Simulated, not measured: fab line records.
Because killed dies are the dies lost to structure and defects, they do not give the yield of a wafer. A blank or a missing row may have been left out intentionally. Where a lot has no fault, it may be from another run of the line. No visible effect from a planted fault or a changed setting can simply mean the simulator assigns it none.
Matching of chambers + flow n5Finfet + 3 sister chambers for N5_BEOL_M8_ILD_DEP_00 on pecvd-03
The step deposits SiCOH lowk from DEMS/porogen, target thk 179.75 nm, time 33.4 s. 6 wafers are shown with their chamber, then 10 later ones without.

== WAFERS PAIRED WITH THEIR CHAMBERS ==
| wafer  | chamber | throttleValvePct (%) | heaterPowerW (W) |
|--------|---------|----------------------|------------------|
| L084.6 | 0       | 15.9                 | 378              |
| L085.1 | 0       | 16.1                 | 387              |
| L087.1 | 2       | 13.8                 | 519              |
| L087.4 | 1       | 13.2                 | 326              |
| L089.1 | 2       | 14.0                 | 472              |
| L089.2 | 1       | 13.3                 | 302              |

== WAFERS WITHOUT THEIR CHAMBER ==
| wafer  | throttleValvePct (%) | heaterPowerW (W) |
|--------|----------------------|------------------|
| L089.6 | 13.4                 | 310              |
| L086.2 | 13.9                 | 492              |
| L086.4 | 13.9                 | 495              |
| L086.6 | 13.6                 | 506              |
| L094.4 | 13.8                 | 476              |
| L094.5 | 13.4                 | 328              |
| L094.6 | 16.0                 | 359              |
| L097.1 | 16.0                 | 411              |
| L097.4 | 16.1                 | 413              |
| L097.6 | 13.9                 | 489              |

== WHICH CHAMBER EACH WENT THROUGH ==
| wafer  | from the rows above | in truth |
|--------|---------------------|----------|
| L089.6 | 1                   | 1        |
| L086.2 | 2                   | 2        |
| L086.4 | 2                   | 2        |
| L086.6 | 2                   | 2        |
| L094.4 | 2                   | 2        |
| L094.5 | 1                   | 1        |
| L094.6 | 0                   | 0        |
| L097.1 | 0                   | 0        |
| L097.4 | 0                   | 0        |
| L097.6 | 2                   | 2        |
Correct placement for 10 of the 10. Not placeable from these rows: 0. Wrongly placed: 0.
How it was worked out, from the rows above alone: a wafer's distance from a chamber is the root of the sum, over the readings, of the square of ((its reading less the chamber's mean) divided by the reading's scatter). The wafer belongs to the nearest chamber; if the next one is less than 2 further off, it can't be placed. For every chamber, the mean is computed from those of its wafers that are shown. How the scatter is found: for the shown wafers, subtract from each reading the mean of its chamber, square and add these, divide the total by (wafers less chambers), then take the root.
